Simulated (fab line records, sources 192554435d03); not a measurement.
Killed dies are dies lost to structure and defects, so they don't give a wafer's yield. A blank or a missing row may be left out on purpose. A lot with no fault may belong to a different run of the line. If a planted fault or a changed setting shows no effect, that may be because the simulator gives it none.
Matching of chambers :: flow n5-finfet :: N5_SDB_CMP_30 on cmp-04: 4 sister chambers
The step polishes, stops on poly-Si, t overpolish 1.54 s, target thk 30 nm. 16 wafers are shown with their chamber, then 8 later ones without.

## EACH WAFER AND ITS CHAMBER
wafer: L077.1
chamber: 1
motor-current-A (A): 10.5
time-to-endpoint-s (s): 17
overpolish-run-s (s): 1.539

wafer: L077.3
chamber: 3
motor-current-A (A): 11.2
time-to-endpoint-s (s): 18
overpolish-run-s (s): 1.552

wafer: L077.6
chamber: 2
motor-current-A (A): 13.5
time-to-endpoint-s (s): 22
overpolish-run-s (s): 1.526

wafer: L079.3
chamber: 1
motor-current-A (A): 10.6
time-to-endpoint-s (s): 13
overpolish-run-s (s): 1.543

wafer: L079.4
chamber: 2
motor-current-A (A): 13.6
time-to-endpoint-s (s): 22
overpolish-run-s (s): 1.543

wafer: L079.5
chamber: 2
motor-current-A (A): 13.6
time-to-endpoint-s (s): 20
overpolish-run-s (s): 1.540

wafer: L080.2
chamber: 1
motor-current-A (A): 10.0
time-to-endpoint-s (s): 16
overpolish-run-s (s): 1.535

wafer: L080.4
chamber: 3
motor-current-A (A): 11.2
time-to-endpoint-s (s): 17
overpolish-run-s (s): 1.538

wafer: L080.6
chamber: 3
motor-current-A (A): 11.8
time-to-endpoint-s (s): 16
overpolish-run-s (s): 1.544

wafer: L082.2
chamber: 3
motor-current-A (A): 11.8
time-to-endpoint-s (s): 15
overpolish-run-s (s): 1.543

wafer: L082.3
chamber: 2
motor-current-A (A): 13.7
time-to-endpoint-s (s): 17
overpolish-run-s (s): 1.536

wafer: L082.6
chamber: 0
motor-current-A (A): 13.6
time-to-endpoint-s (s): 17
overpolish-run-s (s): 1.538

wafer: L094.2
chamber: 1
motor-current-A (A): 10.1
time-to-endpoint-s (s): 15
overpolish-run-s (s): 1.530

wafer: L094.4
chamber: 0
motor-current-A (A): 13.8
time-to-endpoint-s (s): 19
overpolish-run-s (s): 1.549

wafer: L094.6
chamber: 2
motor-current-A (A): 13.3
time-to-endpoint-s (s): 18
overpolish-run-s (s): 1.541

wafer: L095.1
chamber: 2
motor-current-A (A): 13.6
time-to-endpoint-s (s): 19
overpolish-run-s (s): 1.537

SIGNATURES, as means of the wafers listed above
reading: motor-current-A
chamber 0: 13.700
chamber 1: 10.300
chamber 2: 13.550
chamber 3: 11.500
scatter within a chamber: 0.247

reading: time-to-endpoint-s
chamber 0: 18.00
chamber 1: 15.25
chamber 2: 19.67
chamber 3: 16.50
scatter within a chamber: 1.76

reading: overpolish-run-s
chamber 0: 1.54350
chamber 1: 1.53675
chamber 2: 1.53717
chamber 3: 1.54425
scatter within a chamber: 0.00603
Rule: a wafer lies at a distance from a chamber equal to the root of the sum of squares, over the readings, of (its reading less the chamber's mean, divided by the reading's scatter). The wafer belongs to the nearest chamber; if the next one is less than 2 further off, it can't be placed. The scatter is the square root of a quotient: the sum, over the shown wafers, of each reading's squared deviation from its chamber's mean, divided by wafers minus chambers.

## WAFERS WITH NO CHAMBER GIVEN
wafer: L095.2
motor-current-A (A): 10.7
time-to-endpoint-s (s): 14
overpolish-run-s (s): 1.528

wafer: L095.4
motor-current-A (A): 13.6
time-to-endpoint-s (s): 19
overpolish-run-s (s): 1.525

wafer: L097.1
motor-current-A (A): 13.5
time-to-endpoint-s (s): 21
overpolish-run-s (s): 1.525

wafer: L097.3
motor-current-A (A): 10.8
time-to-endpoint-s (s): 15
overpolish-run-s (s): 1.527

wafer: L097.4
motor-current-A (A): 12.0
time-to-endpoint-s (s): 17
overpolish-run-s (s): 1.528

wafer: L097.2
motor-current-A (A): 13.4
time-to-endpoint-s (s): 20
overpolish-run-s (s): 1.547

wafer: L097.5
motor-current-A (A): 10.4
time-to-endpoint-s (s): 16
overpolish-run-s (s): 1.546

wafer: L097.6
motor-current-A (A): 13.0
time-to-endpoint-s (s): 20
overpolish-run-s (s): 1.550

## THE CHAMBER EACH PASSED THROUGH
wafer: L095.2
from the rows above: 1
in truth: 1

wafer: L095.4
from the rows above: can't be placed: 2 or 0
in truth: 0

wafer: L097.1
from the rows above: can't be placed: 2 or 0
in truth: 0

wafer: L097.3
from the rows above: can't be placed: 1 or 3
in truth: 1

wafer: L097.4
from the rows above: 3
in truth: 3

wafer: L097.2
from the rows above: can't be placed: 2 or 0
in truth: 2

wafer: L097.5
from the rows above: 1
in truth: 1

wafer: L097.6
from the rows above: can't be placed: 2 or 0
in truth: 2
Placed correctly: 3 of 8. Not placeable from these rows: 5 (in 5, the candidates include the true chamber). Wrongly placed: 0.
